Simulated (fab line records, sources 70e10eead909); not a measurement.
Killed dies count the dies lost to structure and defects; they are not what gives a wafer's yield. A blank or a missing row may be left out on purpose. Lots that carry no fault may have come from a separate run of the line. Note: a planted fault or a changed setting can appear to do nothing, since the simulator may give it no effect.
Matching of chambers | flow nandHarc | NHARC_P_ZERO_WELL_ETCH_63 on rieSi-03: 4 sister chambers
The step etches the open film in HBr/Cl2, target depth 120 nm, time 40.1 s. 8 wafers are shown with their chamber, then 7 later ones without.

## WAFERS PAIRED WITH THEIR CHAMBERS
wafer  | chamber | drypumpMotorCurrentA (A) | oesProductAu (a.u.)
L614.4 | 3       | 6.2                      | 0.997
L615.6 | 3       | 6.1                      | 0.997
L619.3 | 2       | 5.3                      | 1.003
L620.1 | 2       | 5.3                      | 1.015
L620.3 | 1       | 6.1                      | 1.009
L622.1 | 1       | 6.2                      | 0.998
L622.5 | 0       | 5.7                      | 1.001
L632.3 | 0       | 5.7                      | 1.006

## WAFERS WHOSE CHAMBER IS MISSING
wafer  | drypumpMotorCurrentA (A) | oesProductAu (a.u.)
L632.6 | 5.3                      | 1.002
L635.2 | 6.1                      | 0.994
L635.4 | 6.1                      | 0.993
L635.5 | 6.2                      | 0.976
L637.1 | 5.2                      | 0.994
L637.5 | 5.3                      | 1.003
L637.6 | 6.2                      | 1.003

## EACH ONE'S CHAMBER
wafer  | from the rows above     | in truth
L632.6 | 2                       | 2
L635.2 | can't be placed: 3 or 1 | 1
L635.4 | can't be placed: 3 or 1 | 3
L635.5 | can't be placed: 3 or 1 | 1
L637.1 | 2                       | 2
L637.5 | 2                       | 2
L637.6 | can't be placed: 1 or 3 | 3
3 of 7 placed correctly. Unplaceable from these rows: 4, with the true chamber sitting among the candidates in 4. Wrongly placed: 0.
How it was worked out, from the rows above alone: a wafer's distance from a chamber is the root of the sum, over the readings, of the square of ((its reading less the chamber's mean) divided by the reading's scatter). If the next closest chamber is less than 2 further off than the closest, the wafer can't be placed; otherwise it belongs to the closest. Each chamber's mean is taken over the wafers shown for it. How the scatter is found: for the shown wafers, subtract from each reading the mean of its chamber, square and add these, divide the total by (wafers less chambers), then take the root.
